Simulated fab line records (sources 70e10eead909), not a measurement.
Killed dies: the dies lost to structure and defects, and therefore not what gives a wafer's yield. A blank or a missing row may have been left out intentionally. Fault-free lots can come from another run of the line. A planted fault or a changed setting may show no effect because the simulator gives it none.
A lot that was struck, set against a sound lot | flow nand_harc | 15 steps out of a route of 1159
Sound: these wafers, L423.1, L423.2, L423.4. Struck: wafers L411.2, L411.4, L411.5. The cause comes at the end.
At each step with rows: each side's tool, then ch and its chambers, then its first start. Under that, the readings that differ: sound wafers | struck wafers | difference of the means | sigmas: that difference in standard deviations of wafers without a fault.
alike: readings whose means differ by less than 2 such deviations, and words and numbers that are the same on both sides. not compared: withheld readings, readings that some wafer has no value for, bounds like >300 that may hide the same value, and numbers for which the record gives no deviation and whose values overlap.
Wherever a step has rows on one side only, a row that says differs or no value, or a row with sigmas, the two part there. Non-overlapping numbers with no deviation appear without sigmas and do not part them. A reading missing from all wafers of one side parts the sides only when that side holds two or more wafers.

first, 7 steps without rows for these wafers: NHARC_A_CHANNEL_HOLE_D1_COAT_37 (time 65 s); NHARC_A_CHANNEL_HOLE_D1_COAT_04 (resist thk 90 nm); NHARC_A_CHANNEL_HOLE_D1_SOFTBAKE_05 (time 55 s); NHARC_A_CHANNEL_HOLE_D1_EBR_06; NHARC_A_CHANNEL_HOLE_D1_EXPOSE_07 (exposes mask HOLE D1, target cd 100 nm); NHARC_A_CHANNEL_HOLE_D1_PEB_08 (peb time 65 s); NHARC_A_CHANNEL_HOLE_D1_DEVELOP_09 (develop time 35 s).
NHARC_A_CHANNEL_HOLE_D1_CD_MEAS_10: the cd target is 100 nm.
  sound on cd_sem-01 ch 0, day 13 11:28; struck on cd_sem-03 ch 0, day 10 20:51
  alike: cd_nm
NHARC_A_CHANNEL_HOLE_D1_OVL_MEAS_11:
  struck on overlay-01, day 10 20:56; sound on overlay-02, day 13 11:34
  alike: overlay_x_nm, overlay_y_nm
NHARC_A_CHANNEL_HOLE_D1_INSPECT_12:
  struck on defect_inspect-01, day 10 20:58; sound on defect_inspect-02, day 13 11:36
  alike: raw_defect_count
NHARC_A_CHANNEL_HOLE_D1_DESCUM_15: chemistry O2, time 3 s.
  sound on rie_diel-12 ch 0,2,3, day 13 11:40; struck on rie_diel-12 ch 0,1,3, day 10 21:03
  alike: drypump_motor_current_A, oes_product_au, rf_vpp_V, showerhead_plenum_p_Torr, throttle_valve_pct
  not compared: rf_hours_counter_h
NHARC_A_CHANNEL_HOLE_D1_ETCH_38: etches the open film in CF4, target depth 39 nm, time 65 s.
  sound on rie_diel-12 ch 0,2,3, day 13 11:45; struck on rie_diel-12 ch 0,2,3, day 10 21:08
  alike: bias_w, cf4_flow_sccm, drypump_motor_current_A, oes_product_au, rf_vpp_V, showerhead_plenum_p_Torr, throttle_valve_pct
  not compared: rf_hours_counter_h
NHARC_A_CHANNEL_HOLE_D1_ETCH_39: etches the open film in N2/H2, target depth 260 nm, time 325 s.
  sound on rie_diel-12 ch 0,1,2, day 13 11:52; struck on rie_diel-12 ch 0,1,3, day 10 21:14
  no value came back on the struck wafers for any of 9 readings (bias_w (W), chamber_pressure_mTorr (mTorr) and others); on the sound wafers bias_w (W) reads 150.4 150.5 149.7
NHARC_A_CHANNEL_HOLE_D1_ETCH_34: etches the open film in CF4/CHF3, target depth 154 nm, time 77 s.
  sound: rie_diel-12 ch 0,1,2; struck: rie_diel-12 ch 1,2
  alike: bias_w, cf4_flow_sccm, chf3_flow_sccm, drypump_motor_current_A, oes_product_au, rf_vpp_V, showerhead_plenum_p_Torr, throttle_valve_pct
  not compared: rf_hours_counter_h
-- jump in the record: it breaks off in module A_CHANNEL_HOLE_D1 and resumes in module END (first step shown: number 1159 of the route), and 11 days separate the struck wafers' starts before and after --
NHARC_END_SORT_01:
  the record has rows for the struck wafers here (prober-01 ch 0, day 21 19:52) and none for the sound ones

== WHERE THEY PART ==
Last at NHARC_END_SORT_01 as far as this record goes, first at NHARC_A_CHANNEL_HOLE_D1_ETCH_39.

WHY: what the simulator had put in
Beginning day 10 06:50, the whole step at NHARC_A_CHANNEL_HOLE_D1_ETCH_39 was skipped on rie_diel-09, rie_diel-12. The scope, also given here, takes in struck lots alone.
